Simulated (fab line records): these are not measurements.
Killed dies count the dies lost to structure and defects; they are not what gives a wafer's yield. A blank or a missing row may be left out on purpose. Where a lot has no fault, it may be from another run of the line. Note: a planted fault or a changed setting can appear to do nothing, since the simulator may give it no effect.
Problem report in the 8D (eight disciplines) form, filled by code :: flow nandHarc :: the parts of the form that need people (team, actions taken, sign-off) are left out

== 1. PROBLEM STATEMENT ==
runLengthS at NHARC_A_CONTACT_ETCH_110 reads a mean of 50.04 s on 3 wafers of 3 lots; wafers without a fault read 54.22 s with a standard deviation of 0.29. That is -14 standard deviations from the usual mean.
The step: etches the open film in CF4/O2, target depth 60 nm, overetch 6 nm, time 33 s.
First observed at day 24 21:33: wafer L758.1, on rieDiel-08. At this step, 45 wafers from 15 lots have a number in the record. Rule for "out", or "out of limits": more than 4 standard deviations from the usual mean. The rest of the wafers with a number are treated as sound.

== 2. WHAT THIS IS AND IS NOT ==
question: which readings at this step
is: runLengthS
is not: drypumpMotorCurrentA, oesProductAu, rfVppV, showerheadPlenumPTorr, throttleValvePct

question: which lots
is: L758, L762, L764
is not: L752, L753, L754, L755, L759, L760, L769, L770, L771, L773, L774, L775

question: which wafers of those lots
is: L758.1, L762.5, L764.5
is not: L758.2, L758.4, L762.4, L762.6, L764.2, L764.6

question: read on which tools
is: rieDiel-08
is not: rieDiel-01, rieDiel-12

question: when
is: from day 24 21:33
is not: up to then (14 sound wafers); but 28 sound wafers of L759, L760, L762, L764, L769, L770, L771, L773, L774, L775 came after

== 3. THE SUSPECTS, EACH WITH WHAT RULES IT OUT ==
Counting: if a tool at a process step up to the reading ran every lot that is out, it stays a suspect. Sound lots after the first of them don't rule it out here, since some wafers of a struck lot are sound.
- rieDiel-08 at NHARC_A_CONTACT_ETCH_110 (etches the open film in CF4/O2, target depth 60 nm, overetch 6 nm, time 33 s): kept. It ran every lot that is out, first L758 (day 24 21:33); its last sound lot up to then is L754 (day 23 13:58). Its own readings are out on those wafers: runLengthS.
After counting, what remains is rieDiel-08 at NHARC_A_CONTACT_ETCH_110.

== 4. THE CAUSE (what the simulator had put in) ==
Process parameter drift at NHARC_A_CONTACT_ETCH_110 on rieDiel-08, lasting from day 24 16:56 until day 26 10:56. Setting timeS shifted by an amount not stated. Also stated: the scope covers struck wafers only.
The count eliminated every tool but this one.

== 5. THE CHAIN OF EFFECTS, in route order ==
One row per reading whose mean, taken over the struck wafers that have a number, lies over 3 standard deviations from the usual. Scope: only readings with a usual standard deviation given in the record; hours: median across lots of the time from each lot's start at the first step in this table that gives one to its start at this step; sigmas: change in usual standard deviations.
hours: 0
step: NHARC_A_CONTACT_ETCH_110
reading: runLengthS
usual: 54.22 s
on struck wafers: 50.04
change: -4.18
sigmas: -14
Its process steps:
- NHARC_A_CONTACT_ETCH_110: etches the open film in CF4/O2, target depth 60 nm, overetch 6 nm, time 33 s.
At these later measuring or inspecting steps, every struck wafer for which the step has a row has a number for every such reading, and none has moved that far: NHARC_A_CONTACT_INSPECT_23.

== 6. HOW IT WOULD HAVE BEEN CAUGHT EARLIER ==
In this record no reading fell out of limits until day 24 21:33, 5 hours after the fault had begun at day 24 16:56.
